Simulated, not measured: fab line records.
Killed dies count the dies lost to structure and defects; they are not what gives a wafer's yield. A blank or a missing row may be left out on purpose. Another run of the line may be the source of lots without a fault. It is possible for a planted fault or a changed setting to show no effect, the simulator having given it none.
Matching of chambers | flow n5Finfet | rieDiel-01 running N5_BEOL_M9_STRIP_67: 4 sister chambers
The step strips in CF4. 16 wafers are shown with their chamber, then 8 later ones without.

## WAFERS, EACH WITH ITS CHAMBER
wafer  | chamber | drypumpMotorCurrentA (A) | showerheadPlenumPTorr (Torr) | throttleValvePct (%)
L075.2 | 3       | 6.0                      | 1.79                         | 13.54
L075.3 | 1       | 6.3                      | 1.76                         | 13.34
L075.4 | 2       | 5.1                      | 1.74                         | 13.65
L079.1 | 1       | 6.3                      | 1.76                         | 13.36
L079.4 | 1       | 6.3                      | 1.76                         | 13.36
L079.5 | 3       | 6.0                      | 1.79                         | 13.56
L084.2 | 3       | 6.0                      | 1.79                         | 13.58
L084.3 | 1       | 6.3                      | 1.76                         | 13.39
L084.6 | 2       | 5.2                      | 1.73                         | 13.69
L086.3 | 0       | 6.1                      | 1.84                         | 13.62
L086.5 | 0       | 6.1                      | 1.84                         | 13.62
L086.6 | 1       | 6.3                      | 1.75                         | 13.41
L090.3 | 0       | 6.1                      | 1.84                         | 13.62
L090.4 | 2       | 5.1                      | 1.73                         | 13.72
L090.5 | 1       | 6.3                      | 1.75                         | 13.43
L092.1 | 3       | 6.0                      | 1.78                         | 13.62

SIGNATURES (means of the wafers above)
reading               | chamber 0 | chamber 1 | chamber 2 | chamber 3 | scatter within a chamber
drypumpMotorCurrentA  | 6.100     | 6.300     | 5.133     | 6.000     | 0.0236
showerheadPlenumPTorr | 1.8400    | 1.7567    | 1.7333    | 1.7875    | 0.00479
throttleValvePct      | 13.6200   | 13.3817   | 13.6867   | 13.5750   | 0.0314
Rule: distance of a wafer from a chamber = root of the sum over the readings of ((wafer's reading minus chamber's mean) / reading's scatter) squared. If the next closest chamber is less than 2 further off than the closest, the wafer can't be placed; otherwise it belongs to the closest. The scatter: take each reading less its chamber's mean, square it, sum over the shown wafers, divide by the number of wafers less the number of chambers, and take the root.

## WAFERS MISSING THEIR CHAMBER
wafer  | drypumpMotorCurrentA (A) | showerheadPlenumPTorr (Torr) | throttleValvePct (%)
L092.2 | 6.1                      | 1.83                         | 13.63
L092.5 | 6.1                      | 1.83                         | 13.63
L093.1 | 6.0                      | 1.78                         | 13.65
L093.2 | 6.0                      | 1.83                         | 13.66
L093.5 | 6.1                      | 1.83                         | 13.64
L096.2 | 6.0                      | 1.78                         | 13.65
L096.5 | 5.1                      | 1.73                         | 13.76
L096.6 | 6.3                      | 1.75                         | 13.44

## EACH ONE'S CHAMBER
wafer  | from the rows above | in truth
L092.2 | 0                   | 0
L092.5 | 0                   | 0
L093.1 | 3                   | 3
L093.2 | 0                   | 0
L093.5 | 0                   | 0
L096.2 | 3                   | 3
L096.5 | 2                   | 2
L096.6 | 1                   | 1
Placed correctly: 8 of 8. Left unplaced by these rows: 0. 0 placed wrongly.
